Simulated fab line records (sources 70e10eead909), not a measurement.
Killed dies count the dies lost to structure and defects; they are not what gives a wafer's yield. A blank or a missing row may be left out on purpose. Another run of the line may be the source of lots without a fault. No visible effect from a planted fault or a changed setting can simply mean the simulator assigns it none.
Which tool is to blame? ; flow nand-harc ; 24 lots, 72 wafers sampled, at 6 steps of a route of 1159

## WHAT THE GAUGES READ, wafer by wafer
No reading from a measuring or inspecting step in the record can be judged against a usual standard deviation.

## WHAT TOOL EACH LOT RAN ON (gives the tool, then ch and the chambers of the sampled wafers, and finally the start)
lot;NHARC_A_CHANNEL_FILL_D1_ETCHBACK_08;NHARC_A_STAIRCASE_DEP_156;NHARC_A_STAIRCASE_ETCH_169;NHARC_A_STAIRCASE_TRIM_12;NHARC_A_STAIRCASE_ETCH_19;NHARC_A_STAIRCASE_ETCH_25
L076;rie-diel-04 ch 0,3, day 11 03:45 or earlier;pecvd-04 ch 0,2, day 11 03:45;rie-diel-05 ch 0,2,3, day 11 07:22;rie-diel-05 ch 2,3, day 11 09:29;rie-diel-05 ch 2,3, no start;rie-diel-06 ch 0,2,3, no start
L075;rie-diel-04 ch 2,3, day 11 08:34 or earlier;pecvd-02 ch 1,2, day 11 08:34;rie-diel-10 ch 1,2,3, day 11 09:37;rie-diel-06 ch 0,1, day 11 11:36;rie-diel-06 ch 0,1,2, no start;rie-diel-05 ch 0,2,3, no start
L078;rie-diel-04 ch 1,2,3, day 11 13:18 or earlier;pecvd-01 ch 0, day 11 13:18;rie-diel-06 ch 0,2, day 11 14:27;rie-diel-10 ch 0,2, day 11 16:16;rie-diel-10 ch 1,3, no start;rie-diel-10 ch 0,1, no start
L077;rie-diel-09 ch 0,2,3, day 11 13:42 or earlier;pecvd-04 ch 0,2, day 11 13:42;rie-diel-06 ch 0,1, day 11 14:47;rie-diel-05 ch 0,1, day 11 16:50;rie-diel-05 ch 0,1, no start;rie-diel-10 ch 0,1,2, no start
L074;rie-diel-09 ch 1,2,3, day 11 13:28 or earlier;pecvd-04 ch 0,1,2, day 11 13:28;rie-diel-05 ch 0,1,3, day 11 14:37;rie-diel-10 ch 1,2,3, day 11 16:28;rie-diel-10 ch 0,1,3, no start;rie-diel-05 ch 0,1,2, no start
L079;rie-diel-04 ch 0,1, day 11 17:40 or earlier;pecvd-01 ch 0, day 11 17:40;rie-diel-06 ch 0,1,3, day 11 19:08;rie-diel-10 ch 0,3, day 11 21:19;rie-diel-10 ch 0,3, no start;rie-diel-10 ch 0,2,3, no start
L081;rie-diel-04 ch 0,1,2, day 11 23:47 or earlier;pecvd-04 ch 1,2, day 11 23:47;rie-diel-06 ch 0,1,3, day 12 00:56;rie-diel-06 ch 1,2,3, day 12 02:47;rie-diel-06 ch 0,1,3, no start;rie-diel-10 ch 0,1,3, no start
L080;rie-diel-04 ch 0,3, day 11 23:54 or earlier;pecvd-01 ch 0,2, day 11 23:54;rie-diel-06 ch 2,3, day 12 01:07;rie-diel-10 ch 1,2, day 12 02:53;rie-diel-10 ch 0,1,3, no start;rie-diel-05 ch 2,3, no start
L082;rie-diel-09 ch 0,1,3, day 13 00:08 or earlier;pecvd-04 ch 0,1, day 13 00:08;rie-diel-05 ch 0,1, day 13 01:23;rie-diel-06 ch 0,1,3, day 13 03:15;rie-diel-06 ch 2,3, no start;rie-diel-06 ch 0,1,3, no start
L085;rie-diel-03 ch 0,1,2, day 13 00:10 or earlier;pecvd-02 ch 0,1, day 13 00:10;rie-diel-06 ch 0,3, day 13 01:12;rie-diel-10 ch 0,1,2, day 13 03:02;rie-diel-10 ch 0,1,3, no start;rie-diel-05 ch 0,1, no start
L083;rie-diel-03 ch 1,2,3, day 13 04:37 or earlier;pecvd-02 ch 0,1,2, day 13 04:37;rie-diel-06 ch 1,2, day 13 05:39;rie-diel-10 ch 0,1,2, day 13 07:29;rie-diel-10 ch 0,2, no start;rie-diel-10 ch 1,2,3, no start
L084;rie-diel-04 ch 0,1,2, day 13 04:38 or earlier;pecvd-04 ch 0,2, day 13 04:38;rie-diel-05 ch 1,2, day 13 05:49;rie-diel-10 ch 0,1,3, day 13 07:40;rie-diel-10 ch 0,1,3, no start;rie-diel-05 ch 0,1,2, no start
L086;rie-diel-03 ch 0,1,2, day 13 20:14 or earlier;pecvd-01 ch 0,1,2, day 13 20:14;rie-diel-06 ch 0,1,2, day 13 21:19;rie-diel-10 ch 0,2,3, day 13 23:08;rie-diel-10 ch 0,1,3, no start;rie-diel-06 ch 0,1,2, no start
L087;rie-diel-09 ch 1,2, day 13 20:07 or earlier;pecvd-01 ch 1,2, day 13 20:07;rie-diel-05 ch 1,2, day 13 21:01;rie-diel-05 ch 1,2,3, day 13 22:53;rie-diel-05 ch 1,2,3, no start;rie-diel-05 ch 0,1, no start
L088;rie-diel-09 ch 0,3, day 14 00:48 or earlier;pecvd-01 ch 0,1,2, day 14 00:48;rie-diel-06 ch 1,2, day 14 01:44;rie-diel-05 ch 0,3, day 14 03:40;rie-diel-05 ch 0,2,3, no start;rie-diel-06 ch 1,2, no start
L090;rie-diel-04 ch 0,1, day 14 11:35 or earlier;pecvd-04 ch 0, day 14 11:35;rie-diel-05 ch 1,2, day 14 12:56;rie-diel-06 ch 0,1,2, day 14 14:52;rie-diel-06 ch 0,1, no start;rie-diel-10 ch 0,2, no start
L089;rie-diel-09 ch 0,1,2, day 14 11:22 or earlier;pecvd-01 ch 1,2, day 14 11:22;rie-diel-10 ch 0,3, day 14 12:52;rie-diel-05 ch 0,3, day 14 14:41;rie-diel-05 ch 0,1,3, no start;rie-diel-06 ch 1,2,3, no start
L093;rie-diel-04 ch 1,3, day 15 07:43 or earlier;pecvd-01 ch 1,2, day 15 07:43;rie-diel-06 ch 0,2, day 15 08:38;rie-diel-10 ch 0,2, day 15 10:29;rie-diel-10 ch 0,2,3, no start;rie-diel-06 ch 1,2,3, no start
L092;rie-diel-09 ch 2,3, day 15 07:56 or earlier;pecvd-01 ch 0,1,2, day 15 07:56;rie-diel-06 ch 2,3, day 15 08:58;rie-diel-10 ch 1,2,3, day 15 10:56;rie-diel-10 ch 0,1,2, no start;rie-diel-10 ch 0,1,3, no start
L091;rie-diel-09 ch 0,2,3, day 15 11:26 or earlier;pecvd-01 ch 0,1,2, day 15 11:26;rie-diel-10 ch 2,3, day 15 12:27;rie-diel-06 ch 2,3, day 15 14:11;rie-diel-06 ch 0,1,2, no start;rie-diel-10 ch 1,2,3, no start
L095;rie-diel-09 ch 1,3, day 15 15:00 or earlier;pecvd-02 ch 0,1,2, day 15 15:00;rie-diel-05 ch 1,3, day 15 16:03;rie-diel-05 ch 0,2,3, day 15 17:55;rie-diel-05 ch 0,1,2, no start;rie-diel-05 ch 0,1, no start
L094;rie-diel-04 ch 0,1,2, day 15 15:08 or earlier;pecvd-02 ch 1,2, day 15 15:08;rie-diel-10 ch 0,1,3, day 15 16:16;rie-diel-05 ch 1,2,3, day 15 18:14;rie-diel-05 ch 0,2,3, no start;rie-diel-05 ch 0,1,3, no start
L096;rie-diel-04 ch 2,3, day 15 23:00 or earlier;pecvd-04 ch 0,1,2, day 15 23:00;rie-diel-05 ch 0,1,3, day 16 00:11;rie-diel-06 ch 0,1,2, day 16 02:18;rie-diel-06 ch 1,2, no start;rie-diel-06 ch 0,1,3, no start
L097;rie-diel-09 ch 2,3, day 16 23:05 or earlier;pecvd-02 ch 0,2, day 16 23:05;rie-diel-05 ch 0,2,3, day 17 00:02;rie-diel-10 ch 0,1, day 17 01:49;rie-diel-10 ch 0,3, no start;rie-diel-10 ch 0,1, no start
- NHARC_A_CHANNEL_FILL_D1_ETCHBACK_08: etches the open film in C4F8, target depth 220 nm, time 110 s.
- NHARC_A_STAIRCASE_DEP_156: deposits SiNx, target thk 50 nm.
- NHARC_A_STAIRCASE_ETCH_169: etches the open film in CH3F/O2, target depth 50 nm, time 107.1 s.
- NHARC_A_STAIRCASE_TRIM_12: chemistry O2, time 211.2 s.
- NHARC_A_STAIRCASE_ETCH_19: etches the open film in C4F8/O2, target depth 100 nm, time 40.5 s.
- NHARC_A_STAIRCASE_ETCH_25: etches the open film in C4F8/O2, target depth 100 nm, time 40.5 s.

## AS READ BY THE TOOLS THEMSELVES (means over the sampled wafers that have a number; for cases with no such wafer, the mark the record gives instead)
NHARC_A_CHANNEL_FILL_D1_ETCHBACK_08. Usual: oes-product-au 0.95 a.u., standard deviation 0.036; rf-vpp-V 441.4 V, standard deviation 2.7.
lot;tool;oes-product-au (a.u.);rf-vpp-V (V);flag
L076;rie-diel-04;0.93;441.3;
L075;rie-diel-04;1.01;444.0;
L078;rie-diel-04;0.93;442.5;
L077;rie-diel-09;0.92;441.4;
L074;rie-diel-09;0.92;440.1;
L079;rie-diel-04;0.92;439.8;
L081;rie-diel-04;0.92;440.3;
L080;rie-diel-04;0.99;441.2;
L082;rie-diel-09;1.00;439.6;
L085;rie-diel-03;0.99;440.6;
L083;rie-diel-03;1.00;441.6;
L084;rie-diel-04;0.92;441.6;
L086;rie-diel-03;0.99;441.0;
L087;rie-diel-09;0.92;443.4;
L088;rie-diel-09;0.93;441.2;
L090;rie-diel-04;0.99;439.3;
L089;rie-diel-09;0.92;442.6;
L093;rie-diel-04;0.99;443.3;
L092;rie-diel-09;0.92;441.2;
L091;rie-diel-09;0.98;441.8;
L095;rie-diel-09;0.94;437.5;
L094;rie-diel-04;0.95;441.5;
L096;rie-diel-04;0.96;443.2;
L097;rie-diel-09;0.92;441.6;

NHARC_A_STAIRCASE_DEP_156. Usual: heater-power-w at 740 W, with a standard deviation of 80.
lot;tool;heater-power-w (W);flag
L076;pecvd-04;716;
L075;pecvd-02;768;
L078;pecvd-01;756;
L077;pecvd-04;747;
L074;pecvd-04;771;
L079;pecvd-01;708;
L081;pecvd-04;761;
L080;pecvd-01;754;
L082;pecvd-04;673;
L085;pecvd-02;671;
L083;pecvd-02;758;
L084;pecvd-04;827;
L086;pecvd-01;757;
L087;pecvd-01;781;
L088;pecvd-01;795;
L090;pecvd-04;638;
L089;pecvd-01;695;
L093;pecvd-01;775;
L092;pecvd-01;707;
L091;pecvd-01;785;
L095;pecvd-02;674;
L094;pecvd-02;739;
L096;pecvd-04;727;
L097;pecvd-02;723;

NHARC_A_STAIRCASE_ETCH_169. Usual: drypump-motor-current-A 5.9 A, standard deviation 0.45; o2-flow-sccm 30.00 sccm, standard deviation 0.084; oes-product-au 0.951 a.u., standard deviation 0.021; rf-vpp-V 244.1 V, standard deviation 1.2; showerhead-plenum-p-Torr 2.44 Torr, standard deviation 0.073; throttle-valve-pct 20.663 %, standard deviation 0.0093.
lot;tool;drypump-motor-current-A (A);o2-flow-sccm (sccm);oes-product-au (a.u.);rf-vpp-V (V);showerhead-plenum-p-Torr (Torr);throttle-valve-pct (%);flag
L076;rie-diel-05;6.1;29.94;0.918;244.6;2.45;20.647;
L075;rie-diel-10;6.0;29.93;0.967;244.1;2.43;20.670;
L078;rie-diel-06;5.9;29.98;0.956;244.1;2.47;20.661;
L077;rie-diel-06;5.9;30.01;0.969;244.9;2.47;20.661;
L074;rie-diel-05;5.6;29.99;0.960;243.3;2.38;20.666;
L079;rie-diel-06;6.0;30.01;0.941;245.9;2.49;20.666;
L081;rie-diel-06;6.0;30.01;0.977;243.4;2.49;20.660;
L080;rie-diel-06;5.9;29.95;0.954;244.0;2.47;20.667;
L082;rie-diel-05;5.5;29.98;0.968;242.6;2.36;20.662;
L085;rie-diel-06;6.2;30.05;0.980;244.7;2.51;20.664;
L083;rie-diel-06;5.5;30.07;0.960;243.7;2.41;20.665;
L084;rie-diel-05;6.2;29.93;0.955;244.8;2.49;20.664;
L086;rie-diel-06;5.8;29.99;0.968;243.9;2.45;20.662;
L087;rie-diel-05;6.2;29.93;0.928;245.1;2.49;20.664;
L088;rie-diel-06;5.6;30.05;0.969;244.1;2.43;20.655;
L090;rie-diel-05;5.8;30.10;0.930;243.3;2.41;20.650;
L089;rie-diel-10;5.3;29.98;0.920;244.7;2.42;20.656;
L093;rie-diel-06;5.7;29.94;0.964;243.9;2.42;20.669;
L092;rie-diel-06;5.6;30.00;0.953;243.4;2.42;20.667;
L091;rie-diel-10;5.5;29.98;0.931;243.7;2.40;20.667;
L095;rie-diel-05;5.6;29.98;0.957;243.2;2.35;20.662;
L094;rie-diel-10;5.8;30.04;0.916;244.6;2.42;20.668;
L096;rie-diel-05;5.6;29.99;0.925;242.7;2.36;20.664;
L097;rie-diel-05;6.1;30.02;0.967;244.8;2.43;20.668;

NHARC_A_STAIRCASE_TRIM_12. Usual: drypump-motor-current-A 5.9 A, standard deviation 0.52; o2-flow-sccm 500.1 sccm, standard deviation 1.5; oes-product-au 1.000 a.u., standard deviation 0.0093; rf-vpp-V 57.8 V, standard deviation 0.87; showerhead-plenum-p-Torr 3.50 Torr, standard deviation 0.1; throttle-valve-pct 17.036 %, standard deviation 0.0091.
lot;tool;drypump-motor-current-A (A);o2-flow-sccm (sccm);oes-product-au (a.u.);rf-vpp-V (V);showerhead-plenum-p-Torr (Torr);throttle-valve-pct (%);flag
L076;rie-diel-05;6.4;501.7;1.001;57.9;3.59;17.042;
L075;rie-diel-06;5.9;500.8;1.003;57.6;3.55;17.029;
L078;rie-diel-10;6.0;500.3;1.011;57.0;3.62;17.031;
L077;rie-diel-05;5.7;500.0;0.997;57.8;3.43;17.035;
L074;rie-diel-10;6.1;501.6;0.994;57.5;3.48;17.046;
L079;rie-diel-10;5.4;500.5;1.009;58.6;3.56;17.028;
L081;rie-diel-06;5.8;498.9;1.000;57.4;3.52;17.028;
L080;rie-diel-10;6.4;500.0;0.997;57.5;3.55;17.022;
L082;rie-diel-06;6.0;500.0;1.010;57.9;3.57;17.035;
L085;rie-diel-10;6.2;499.3;1.005;58.0;3.55;17.042;
L083;rie-diel-10;6.2;499.3;0.999;57.6;3.55;17.040;
L084;rie-diel-10;5.8;499.1;1.002;58.0;3.48;17.037;
L086;rie-diel-10;5.7;500.4;1.005;58.2;3.54;17.028;
L087;rie-diel-05;5.9;500.4;0.991;57.8;3.48;17.026;
L088;rie-diel-05;5.8;499.6;1.002;57.5;3.43;17.035;
L090;rie-diel-06;5.8;501.2;1.002;57.8;3.51;17.032;
L089;rie-diel-05;5.8;499.3;0.986;56.9;3.42;17.044;
L093;rie-diel-10;6.0;499.0;1.013;57.4;3.60;17.040;
L092;rie-diel-10;6.0;500.4;1.004;57.7;3.46;17.034;
L091;rie-diel-06;5.7;499.5;1.001;58.0;3.48;17.049;
L095;rie-diel-05;6.1;500.6;0.987;57.6;3.50;17.039;
L094;rie-diel-05;5.9;500.6;0.995;58.1;3.47;17.046;
L096;rie-diel-06;5.8;500.4;1.004;56.6;3.50;17.027;
L097;rie-diel-10;5.9;500.1;1.003;58.5;3.54;17.037;

NHARC_A_STAIRCASE_ETCH_19. Usual: oes-product-au 0.937 a.u., standard deviation 0.011; rf-vpp-V 895 V, standard deviation 4.
lot;tool;oes-product-au (a.u.);rf-vpp-V (V);flag
L076;rie-diel-05;0.926;898;
L075;rie-diel-06;0.943;895;
L078;rie-diel-10;0.943;892;
L077;rie-diel-05;0.932;891;
L074;rie-diel-10;0.939;895;
L079;rie-diel-10;0.935;895;
L081;rie-diel-06;0.934;898;
L080;rie-diel-10;0.926;894;
L082;rie-diel-06;0.953;896;
L085;rie-diel-10;0.938;894;
L083;rie-diel-10;0.941;899;
L084;rie-diel-10;0.936;894;
L086;rie-diel-10;0.945;894;
L087;rie-diel-05;0.937;894;
L088;rie-diel-05;0.927;894;
L090;rie-diel-06;0.926;896;
L089;rie-diel-05;0.934;891;
L093;rie-diel-10;0.946;896;
L092;rie-diel-10;0.947;897;
L091;rie-diel-06;0.935;895;
L095;rie-diel-05;0.934;895;
L094;rie-diel-05;0.925;895;
L096;rie-diel-06;0.944;893;
L097;rie-diel-10;0.943;896;

NHARC_A_STAIRCASE_ETCH_25. Usual: oes-product-au 0.938 a.u., standard deviation 0.012; rf-vpp-V 895 V, standard deviation 3.7.
lot;tool;oes-product-au (a.u.);rf-vpp-V (V);flag
L076;rie-diel-06;0.940;898;
L075;rie-diel-05;0.942;895;
L078;rie-diel-10;0.935;894;
L077;rie-diel-10;0.925;898;
L074;rie-diel-05;0.935;894;
L079;rie-diel-10;0.940;897;
L081;rie-diel-10;0.945;895;
L080;rie-diel-05;0.930;898;
L082;rie-diel-06;0.945;898;
L085;rie-diel-05;0.936;892;
L083;rie-diel-10;0.943;894;
L084;rie-diel-05;0.941;895;
L086;rie-diel-06;0.953;895;
L087;rie-diel-05;0.941;891;
L088;rie-diel-06;0.937;894;
L090;rie-diel-10;0.942;899;
L089;rie-diel-06;0.944;896;
L093;rie-diel-06;0.941;896;
L092;rie-diel-10;0.943;894;
L091;rie-diel-10;0.935;894;
L095;rie-diel-05;0.912;892;
L094;rie-diel-05;0.919;891;
L096;rie-diel-06;0.954;896;
L097;rie-diel-10;0.939;894;

## THE ANSWER, worked out from the rows above alone
Rule: a lot counts as off when the mean over its wafers that have a number is more than 3 standard deviations away from the usual mean. Also off: a lot with no number at a reading for which 4 or more lots have one. Any other lot the step has rows for is counted as sound. After the gauges, taken in route order, come the tools' own readings; for these a lot's mean is taken, as printed above. The first step at which some lot is off is used, and at that step the reading that is off furthest; a lot without a number counts as furthest.
Nothing can be told from this: no lot is off at any reading shown.

## WHAT HAD BEEN PUT IN BY THE SIMULATOR
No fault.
